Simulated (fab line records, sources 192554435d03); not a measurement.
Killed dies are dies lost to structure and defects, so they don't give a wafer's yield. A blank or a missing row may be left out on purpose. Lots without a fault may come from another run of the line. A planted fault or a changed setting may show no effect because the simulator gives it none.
fab line records | flow n5_finfet
record lots=7 wafers=19 last_day=19
route steps=1938 shown MIM_BOT_LITHO@1854 MIM_BOT_ETCH@1866 PASSIVATION@1936
lots that met no fault: from a run of the same line without faults
start_h: hours from the record's first day to the start of the lot's first wafer shown | wait_h: hours since the lot's step before | " the same as in the row above | L1.1+2: a row that stands for several wafers | - no value, or no start given | * or withheld: withheld | < > ~ a bound
route shown NAME@n: a module of which the file shows steps, and the number in the route of the first | usual: mean/standard deviation of fault-free wafers | same: alike in all rows | chamber/n: place in a boat | sites: the reading at each site | _std_site: their standard deviation | _edge_site: outer sites' mean less inner sites' | radius_mm: how far each site lies from the wafer's centre | mask NAME#n: copy n | behind: the tool/chamber that last shaped the wafer | hold: why the lot was held/for how many hours/how that ended | device: the transistor (n, p or np) that didn't switch | end of line: the same wafers' tests at the end of the route | a step without rows: its recipe alone | killed: dies lost to structure and defects at the first sort, not the wafer's yield | map: a wafer's dies, x killed, . not, _ none there
set.NAME: the setting as run; set.NAME@STEP: as run at that earlier step | model.NAME: the simulator's own value behind a step, which no gauge read
lots at some steps of the route; a table a step, a row a wafer
services: from which hour (start_h, from the record's first day; less than 0 if before it) a tool's chamber was out of use, for how many hours, and why
## steps
# step N5_MIM_BOT_LITHO_HMDS_01
# recipe time_s=60 temp_c=120
# step N5_MIM_BOT_LITHO_COAT_02
# recipe spin_rpm=* resist_thk_nm=*
# step N5_MIM_BOT_LITHO_EBR_04
# recipe solvent=PGMEA ebr_width_mm=1.5
# step N5_MIM_BOT_LITHO_SOFTBAKE_03
# recipe temp_c=100 time_s=90
# step N5_MIM_BOT_LITHO_EXPOSE_05
# recipe mask_id=MIM_BOT na=0.55 source_shape=conventional sigma_outer=0.8 polarization=unpolarized dose_mj=24.25
# step N5_MIM_BOT_LITHO_PEB_06
# recipe peb_temp_c=withheld peb_time_s=*
# step N5_MIM_BOT_LITHO_DEVELOP_07
# recipe develop_time_s=60 rinse_liquid=diw dry=air_spin dev_temp_c=21
# step N5_MIM_BOT_LITHO_HARDBAKE_09
# recipe temp_c=130 time_s=120
# step N5_MIM_BOT_LITHO_CD_MEAS_08
# recipe target_cd_nm=3000 landing_energy_ev=500 detector=se_inlens polarity=opening
# usual cd_nm=2999.2/2.1
# columns lot.wafer tool chamber start_h wait_h cd_nm
L424.1 cd_sem-02 0 332.67 - 2998.3
L424.4 " 0 " " 2998.3
L424.5 " 0 " " 3000.4
L432.1 cd_sem-01 0 402.68 - 2999.7
L432.3 " 0 " " 2999.5
L435.1 cd_sem-01 0 406.02 - 3001.1
L435.3 " 0 " " 2997.3
L437.1 cd_sem-02 0 432.75 - 2998.6
L437.3 " 0 " " 3001.1
L437.4 " 0 " " 2999.2
L439.1 cd_sem-02 0 448.03 - 2999.2
L439.3 " 0 " " 3000.5
L439.5 " 0 " " 2999.0
L442.1 cd_sem-02 0 448.41 - 2998.3
L442.3 " 0 " " 2999.7
L442.4 " 0 " " 2997.1
L440.2 cd_sem-02 0 448.65 - 2998.0
L440.5 " 0 " " 2997.7
L440.6 " 0 " " 3000.5
# step N5_MIM_BOT_LITHO_OVL_MEAS_11
# recipe points_per_wafer=44
# usual MIM_BOT_OVL=-2/5.2
# columns lot.wafer tool chamber start_h wait_h MIM_BOT_OVL[nm]
L424.1 overlay-02 0 332.70 0.0 1
L424.4 " 0 " " 12
L424.5 " 0 " " 7
L432.1 overlay-01 0 402.71 0.0 -3
L432.3 " 0 " " 3
L435.1 overlay-01 0 406.05 0.0 4
L435.3 " 0 " " 0
L437.1 overlay-01 0 432.78 0.0 1
L437.3 " 0 " " -5
L437.4 " 0 " " -2
L439.1 overlay-02 0 448.06 0.0 -1
L439.3 " 0 " " 1
L439.5 " 0 " " -2
L442.1 overlay-02 0 448.44 0.0 -1
L442.3 " 0 " " -2
L442.4 " 0 " " 2
L440.2 overlay-02 0 448.68 0.0 -1
L440.5 " 0 " " 11
L440.6 " 0 " " 0
# step N5_MIM_BOT_LITHO_INSPECT_12
# recipe mode=adi inspect_instrument=macro
# usual raw_defect_count=2.0/1.4
# columns lot.wafer tool chamber start_h wait_h raw_defect_count
L424.1 defect_inspect-02 - 332.73 0.0 2
L424.4 " - " " 0
L424.5 " - " " 2
L432.1 defect_inspect-02 - 402.73 0.0 2
L432.3 " - " " 4
L435.1 defect_inspect-02 - 406.08 0.0 3
L435.3 " - " " 0
L437.1 defect_inspect-02 - 432.80 0.0 1
L437.3 " - " " 2
L437.4 " - " " 4
L439.1 defect_inspect-01 - 448.08 0.0 1
L439.3 " - " " 1
L439.5 " - " " 5
L442.1 defect_inspect-01 - 448.46 0.0 3
L442.3 " - " " 3
L442.4 " - " " 0
L440.2 defect_inspect-01 - 448.70 0.0 3
L440.5 " - " " 3
L440.6 " - " " 2
# step N5_MIM_BOT_LITHO_DESCUM_10
# recipe chemistry=O2 time_s=7.9 source_power_w=50 bias_power_w=20 pressure_mtorr=20 rf_frequency_hz=2.712e+07 temp_c=40 o2_flow_sccm=225
# usual drypump_motor_current_A=5.9/0.48 o2_flow_sccm=225.1/0.78 oes_product_au=0.80/0.062 rf_vpp_V=242.7/1.3 showerhead_plenum_p_Torr=2.06/0.065 throttle_valve_pct=20.38/0.17
# columns lot.wafer tool chamber start_h wait_h drypump_motor_current_A o2_flow_sccm oes_product_au rf_hours_counter_h rf_vpp_V showerhead_plenum_p_Torr throttle_valve_pct
L424.1 rie_diel-05 2 333.46 0.7 5.6 225.9 0.71 235 244.4 2.16 20.67
L424.4 " 1 " " 6.1 225.7 0.88 59 242.7 2.03 20.27
L424.5 " 1 " " 6.2 225.5 0.87 - 241.9 2.03 20.25
L432.1 rie_diel-05 3 402.77 0.0 5.5 226.0 0.81 72 241.7 2.03 20.13
L432.3 " 2 " " 5.6 224.5 0.94 4 243.1 2.16 20.34
L435.1 rie_diel-05 1 406.11 0.0 6.2 225.1 0.83 87 241.4 2.02 20.31
L435.3 " 2 " " 5.6 224.7 0.94 5 244.4 2.16 20.32
L437.1 rie_diel-05 1 432.84 0.0 6.2 224.0 0.82 97 242.1 2.02 20.31
L437.3 " 0 " " 5.3 225.1 0.76 134 242.5 2.08 20.29
L437.4 " 2 " " 5.6 223.9 0.90 15 244.0 2.15 20.34
L439.1 rie_diel-03 3 448.12 0.0 5.6 224.5 0.86 60 242.4 2.13 20.67
L439.3 " 0 " " 6.0 224.8 0.76 153 241.6 1.99 20.50
L439.5 " 1 " " 6.4 225.1 0.76 - 243.3 2.10 20.30
L442.1 rie_diel-03 1 448.50 0.0 6.5 226.0 0.75 121 243.2 2.10 20.31
L442.3 " 0 " " 6.0 226.3 0.75 153 243.2 1.99 20.50
L442.4 " 3 " " 5.6 225.4 0.84 60 243.2 2.13 20.67
L440.2 rie_diel-03 0 448.74 0.0 6.0 225.2 0.76 153 242.0 1.99 20.50
L440.5 " 2 " " 6.7 223.8 0.76 - 243.0 2.09 20.66
L440.6 " 1 " " 6.5 224.5 0.76 - 243.1 2.10 20.31
# step N5_MIM_BOT_ETCH_ETCH_04
# recipe chemistry=CF4/O2 target=SiNx target_depth_a=260 time_s=13 ion_energy_ev=100 pressure_mtorr=40 source_w=535 bias_w=49 Ar_flow_sccm=100 cf4_flow_sccm=100 O2_flow_sccm=10
# usual bias_w=48.97/0.15 drypump_motor_current_A=5.9/0.48 oes_product_au=0.80/0.066 rf_vpp_V=238/4.3 showerhead_plenum_p_Torr=2.18/0.066 throttle_valve_pct=16.00/0.17
# columns lot.wafer tool chamber start_h wait_h bias_w drypump_motor_current_A oes_product_au rf_hours_counter_h rf_vpp_V showerhead_plenum_p_Torr throttle_valve_pct model.etch.depth_nm model.coat_of_MIM_BOT_LITHO_COAT_02.thk_nm model.MIM_BOT_ETCH.cd_offset_nm
L424.1 rie_diel-05 2 333.52 0.0 49.29 5.6 0.75 235 242 2.27 16.27 27.84 * 0
L424.4 " 1 " " 49.15 6.2 0.86 59 239 2.15 15.89 26.38 * 0
L424.5 " 1 " " 48.94 6.2 0.86 - 239 2.15 15.91 26.39 * 0
L432.1 rie_diel-05 3 402.83 0.0 48.94 5.5 0.82 72 237 2.15 15.73 26.09 * 0.2
L432.3 " 2 " " 48.86 5.6 1.30 4 240 2.26 15.92 42.49 * -0.8
L435.1 rie_diel-05 1 406.18 0.0 48.82 6.2 0.81 87 240 2.14 15.93 25.47 * 0
L435.3 " 2 " " 49.20 5.6 1.28 5 241 2.26 15.91 41.83 * -0.8
L437.1 rie_diel-05 1 432.90 0.0 49.15 6.2 0.81 97 241 2.14 15.96 25.79 * 0
L437.3 " 0 " " 48.82 5.3 1.02 134 236 2.23 16.15 40.06 * -0.8
L437.4 " 2 " " 48.87 5.6 0.93 15 240 2.26 15.85 27.25 * 0
L439.1 rie_diel-03 3 448.18 0.0 48.86 5.6 0.85 60 245 2.24 16.20 25.94 * 0
L439.3 " 0 " " 48.82 6.0 0.75 153 238 2.12 16.19 25.89 * 0
L439.5 " 1 " " 49.15 6.4 0.77 - 234 2.21 15.89 25.62 * 0
L442.1 rie_diel-03 1 448.56 0.0 48.92 6.5 0.77 121 235 2.21 15.89 25.71 * 0
L442.3 " 0 " " 48.95 6.0 0.75 153 240 2.12 16.18 25.75 * -0.2
L442.4 " 3 " " 48.90 5.6 0.85 60 246 2.24 16.20 25.79 * 0
L440.2 rie_diel-03 0 448.81 0.0 49.19 6.0 0.75 153 240 2.12 16.17 25.89 * 0
L440.5 " 2 " " 49.08 6.7 0.77 - 232 2.22 16.28 26.63 * 0
L440.6 " 1 " " 49.21 6.5 0.77 - 234 2.21 15.90 25.62 * 0
# step N5_MIM_BOT_ETCH_ETCH_03
# recipe chemistry=Cl2/BCl3 target_depth_a=120 pressure_mtorr=8 icp_w=800 bias_w=100 Cl2_flow_sccm=20 bcl3_flow_sccm=80
# usual bias_w=100.0/0.31 drypump_motor_current_A=5.9/0.34 oes_product_au=0.80/0.071 throttle_valve_pct=27.57/0.25
# columns lot.wafer tool chamber start_h wait_h bias_w drypump_motor_current_A oes_product_au rf_hours_counter_h throttle_valve_pct
L424.1 rie_metal-03 0 333.61 0.1 100.7 6.3 0.82 34 27.38
L424.4 " 0 " " 100.3 6.3 0.82 - 27.37
L424.5 " 0 " " 100.2 6.3 0.83 - 27.37
L432.1 rie_metal-03 0 402.92 0.1 99.5 6.3 0.80 42 27.39
L432.3 " 0 " " 99.4 6.3 0.80 - 27.38
L435.1 rie_metal-03 1 406.27 0.1 99.8 6.0 0.89 9 27.64
L435.3 " 1 " " 99.7 6.0 0.91 - 27.64
L437.1 rie_metal-01 1 432.99 0.1 100.8 6.0 0.72 58 28.01
L437.3 " 0 " " 100.4 5.9 0.73 - 27.38
L437.4 " 1 " " 100.6 6.0 0.72 - 28.01
L439.1 rie_metal-03 1 448.27 0.1 99.7 6.0 0.88 13 27.65
L439.3 " 0 " " 100.0 6.3 0.78 - 27.40
L439.5 " 0 " " 100.1 6.3 0.78 - 27.40
L442.1 rie_metal-03 1 448.65 0.1 100.3 6.0 0.89 13 27.67
L442.3 " 1 " " 100.0 6.0 0.88 - 27.66
L442.4 " 0 " " 100.3 6.3 0.79 - 27.39
L440.2 rie_metal-01 0 448.90 0.1 100.3 5.9 0.72 62 27.39
L440.5 " 0 " " 100.4 5.9 0.73 - 27.40
L440.6 " 1 " " 99.5 6.0 0.71 - 28.01
# step N5_MIM_BOT_ETCH_ETCH_00
# recipe chemistry=Cl2/BCl3 target=TiN target_depth_a=455 ion_energy_ev=150 pressure_mtorr=10 icp_w=1000 bias_w=126 Cl2_flow_sccm=53.25 bcl3_flow_sccm=21.75 Ar_flow_sccm=25
# usual bias_w=126.0/0.38 drypump_motor_current_A=5.9/0.34 oes_product_au=0.80/0.071 throttle_valve_pct=22.00/0.24
# columns lot.wafer tool chamber start_h wait_h bias_w drypump_motor_current_A oes_product_au rf_hours_counter_h throttle_valve_pct model.coat_of_MIM_BOT_LITHO_COAT_02.thk_nm model.MIM_BOT_ETCH.cd_offset_nm
L424.1 rie_metal-03 0 333.70 0.1 125.9 6.3 0.82 34 21.93 * -0.2
L424.4 " 0 " " 125.9 6.2 0.81 - 21.92 * -0.4
L424.5 " 0 " " 126.2 6.3 0.82 - 21.92 * -0.2
L432.1 rie_metal-03 0 403.01 0.1 126.5 6.3 0.80 42 21.93 * 0.2
L432.3 " 0 " " 126.3 6.3 0.80 - 21.94 * -0.6
L435.1 rie_metal-03 1 406.36 0.1 125.5 6.0 0.91 9 22.01 * 0.2
L435.3 " 1 " " 126.2 6.0 0.91 - 22.00 * -0.6
L437.1 rie_metal-01 1 433.08 0.1 125.2 6.0 0.73 58 22.42 * -0.4
L437.3 " 0 " " 125.8 5.9 0.73 - 21.87 * -1
L437.4 " 1 " " 125.4 6.1 0.73 - 22.41 * -0.2
L439.1 rie_metal-03 1 448.36 0.1 126.4 6.0 0.88 13 22.01 * 0
L439.3 " 0 " " 126.1 6.3 0.79 - 21.95 * 0
L439.5 " 0 " " 125.3 6.3 0.78 - 21.96 * -0.2
L442.1 rie_metal-03 1 448.74 0.1 125.4 6.0 0.89 13 22.01 * 0
L442.3 " 1 " " 125.7 6.0 0.89 - 22.00 * -0.6
L442.4 " 0 " " 126.1 6.3 0.79 - 21.93 * 0
L440.2 rie_metal-01 0 448.99 0.1 126.1 5.9 0.72 62 21.85 * -0.4
L440.5 " 0 " " 125.5 5.9 0.72 - 21.86 * -0.4
L440.6 " 1 " " 126.2 6.0 0.72 - 22.42 * -0.4
# step N5_MIM_BOT_ETCH_STRIP_01
# recipe chemistry=O2 power_w=600 temp_c=60 pressure_mtorr=30 rf_frequency_hz=6e+07 bias_power_w=0 overash_fraction=0.5 o2_flow_sccm=225
# usual drypump_motor_current_A=5.9/0.49 o2_flow_sccm=225.0/0.71 oes_product_au=0.80/0.076 rf_vpp_V=3.6/1.4 showerhead_plenum_p_Torr=2.06/0.073 throttle_valve_pct=16.64/0.19
# same overash_fraction=0.5
# columns lot.wafer tool chamber start_h wait_h drypump_motor_current_A o2_flow_sccm oes_product_au rf_hours_counter_h rf_vpp_V showerhead_plenum_p_Torr throttle_valve_pct
L424.1 rie_diel-05 2 333.88 0.1 5.6 224.7 0.72 235 1.6 2.17 16.87
L424.4 " 1 " " 6.2 225.1 0.86 59 3.0 2.04 16.55
L424.5 " 2 " " 5.7 224.7 0.70 - 3.3 2.17 16.93
L432.1 rie_diel-05 1 403.15 0.1 6.2 225.5 0.83 85 3.6 2.03 16.61
L432.3 " 2 " " 5.6 224.6 0.93 4 3.2 2.16 16.53
L435.1 rie_diel-01 2 406.54 0.1 5.4 225.9 0.90 28 2.2 2.13 16.46
L435.3 " 0 " " 6.2 223.9 0.72 225 3.6 1.99 16.96
L437.1 rie_diel-03 1 433.26 0.1 6.5 226.2 0.78 116 6.5 2.11 16.54
L437.3 " 3 " " 5.6 224.7 0.86 55 5.4 2.13 16.89
L437.4 " 2 " " 6.7 225.4 0.76 135 2.1 2.10 16.90
L439.1 rie_diel-05 1 448.51 0.1 6.2 224.8 0.82 102 1.8 2.02 16.61
L439.3 " 2 " " 5.6 224.2 0.88 22 3.7 2.15 16.55
L439.5 " 0 " " 5.4 224.7 0.78 - 1.7 2.08 16.58
L442.1 rie_diel-05 2 449.05 0.3 5.6 225.5 0.90 22 3.3 2.15 16.57
L442.3 " 3 " " 5.6 225.7 0.78 90 3.9 2.03 16.43
L442.4 " 1 " " 6.1 224.3 0.83 103 5.4 2.02 16.63
L440.2 rie_diel-01 1 449.13 0.1 6.5 224.3 0.75 139 2.8 2.02 16.46
L440.5 " 0 " " 6.2 226.1 0.68 - 2.8 1.98 16.95
L440.6 " 1 " " 6.4 224.1 0.76 - 5.8 2.02 16.47
# step N5_PASSIVATION_PROBE_49
# usual defect_limited_yield=90.9/1.4 killed_at_M0_to_M3=38/11 killed_at_M4_up=13/5.9 killed_at_contacts=14/6.4 killed_at_front_end=38/11 killed_at_other=3.3/2.5 killed_dies=107/16 killed_open=70/12 killed_short=35/7.7 sort_bin_5_function=5.3/0.94 sort_bin_6_memory=3.5/0.7 sort_n_pass=1073/16 sort_yield_pct=90.9/1.4
# same gross_dies=1180 killed_at_back_side=0 sort_bin_4_leakage[%]=0 sort_bin_8_speed[%]=0
# columns lot.wafer tool chamber start_h wait_h defect_limited_yield[%] killed_at_M0_to_M3 killed_at_M4_up killed_at_contacts killed_at_front_end killed_at_other killed_dies killed_open killed_short sort_bin_5_function[%] sort_bin_6_memory[%] sort_n_pass sort_yield_pct[%]
L432.1 prober-01 - 414.23 0.0 90.1 42 14 5 48 8 117 67 44 6.0 3.5 1063 90.1
L432.3 prober-01 - 414.33 0.1 92.0 19 10 16 44 5 94 62 27 4.1 3.6 1086 92.0
L435.1 prober-01 - 417.35 0.0 91.6 52 7 10 30 0 99 60 37 4.5 3.6 1081 91.6
L442.1 prober-01 - 463.91 0.0 89.4 50 19 21 32 3 125 82 40 5.8 4.2 1055 89.4
L442.3 prober-01 - 464.01 0.1 92.9 47 6 11 17 3 84 51 32 3.8 2.8 1096 92.9
L442.4 prober-01 - 464.06 0.2 87.3 49 27 25 43 6 150 101 48 6.9 5.4 1030 87.3
# killed by level:class
L432.1 BEOL_M0_SAQP:geometric_particle:open=14 BEOL_M0_SAQP:geometric_particle:short=13 STI_FIN_REVEAL:geometric_particle:open=11 FIN_SAQP:geometric_particle:open=8 BEOL_M2:geometric_particle:open=6 GATE_CUT:geometric_particle:short=6 DUMMY_GATE:geometric_particle:open=5 BEOL_M5:geometric_particle:short=4
L432.3 MOL_CONTACT_COAG:geometric_particle:open=14 FIN_SAQP:geometric_particle:open=11 DUMMY_GATE:geometric_particle:open=6 STI_FIN_REVEAL:geometric_particle:open=5 BEOL_M0_SAQP:geometric_particle:short=5 BEOL_M0_SAQP:geometric_particle:open=5 STARTING-WAFER:geometric_particle:open=5 FIN_SAQP:geometric_particle:short=3
L435.1 BEOL_M0_SAQP:geometric_particle:short=15 BEOL_M0_SAQP:geometric_particle:open=11 FIN_SAQP:geometric_particle:short=9 BEOL_M3:geometric_particle:open=9 FIN_SAQP:geometric_particle:open=8 BEOL_M1:geometric_particle:open=8 MOL_CONTACT_COAG:geometric_particle:open=5 BEOL_M2:geometric_particle:open=5
L442.1 MOL_CONTACT_COAG:geometric_particle:open=18 BEOL_M0_SAQP:geometric_particle:short=13 BEOL_M2:geometric_particle:open=11 BEOL_M4:geometric_particle:open=8 BEOL_M0_SAQP:geometric_particle:open=8 DUMMY_GATE:geometric_particle:open=6 BEOL_M3:geometric_particle:open=6 FIN_SAQP:geometric_particle:open=4
L442.3 BEOL_M1:geometric_particle:open=14 MOL_CONTACT_COAG:geometric_particle:open=8 BEOL_M0_SAQP:geometric_particle:open=8 BEOL_M0_SAQP:geometric_particle:short=7 BEOL_M3:geometric_particle:open=6 STI_FIN_REVEAL:geometric_particle:open=4 BEOL_M3:geometric_particle:short=4 BEOL_M1:geometric_particle:short=3
L442.4 STI_FIN_REVEAL:geometric_particle:open=19 BEOL_M4:geometric_particle:open=18 MOL_CONTACT_COAG:geometric_particle:open=16 BEOL_M0_SAQP:geometric_particle:short=13 BEOL_M2:geometric_particle:open=11 MOL_CONTACT_COAG:geometric_particle:short=8 DUMMY_GATE:geometric_particle:open=7 BEOL_M0_SAQP:geometric_particle:open=6
## services
# columns tool chamber start_h hours kind
rie_metal-03 1 315.00 14.0 repair
rie_diel-03 - 322.81 14.6 pm
rie_diel-01 2 329.64 - clean
rie_diel-01 2 329.64 - consumable_replace:focus_ring
rie_diel-01 2 329.64 14.3 scheduled_down
rie_diel-01 2 329.64 14.3 vent_cycle
rie_diel-01 1 341.15 22.0 repair
rie_diel-05 2 349.12 1.4 repair
rie_diel-05 2 372.64 - clean
rie_diel-05 2 372.64 - consumable_replace:focus_ring
rie_diel-05 2 372.64 15.4 scheduled_down
rie_diel-05 2 372.64 15.4 vent_cycle
rie_diel-05 3 395.52 5.8 repair
rie_metal-03 - 404.20 0.7 repair
rie_diel-01 2 422.68 5.6 repair
rie_diel-01 3 428.27 - clean
rie_diel-01 3 428.27 - consumable_replace:focus_ring
rie_diel-01 3 428.27 - consumable_replace:showerhead
rie_diel-01 3 428.27 18.9 scheduled_down
rie_diel-01 3 428.27 18.9 vent_cycle
## key
first_sign step=N5_MIM_BOT_ETCH_ETCH_04 reading=oes_product_au direction=up sigmas=6.1 usual=0.80 struck=1.20
effect none on later readings
model_effect step=N5_MIM_BOT_ETCH_ETCH_04 value=etch.depth_nm without=26.85 struck=41.46
model_effect step=N5_MIM_BOT_ETCH_ETCH_00 value=coat_of_MIM_BOT_LITHO_COAT_02.thk_nm without=* struck=*
met_at N5_MIM_BOT_ETCH_ETCH_04
struck_wafers L432.3,L435.3,L437.3
onset_between 333.52 402.83
fault kind=process_parameter_drift tool=rie_diel-05 chamber=- onset_h=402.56 steps=N5_MIM_BOT_ETCH_ETCH_04 channel=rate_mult offset=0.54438 shape=step end_h=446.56 scope=struck_wafers_only
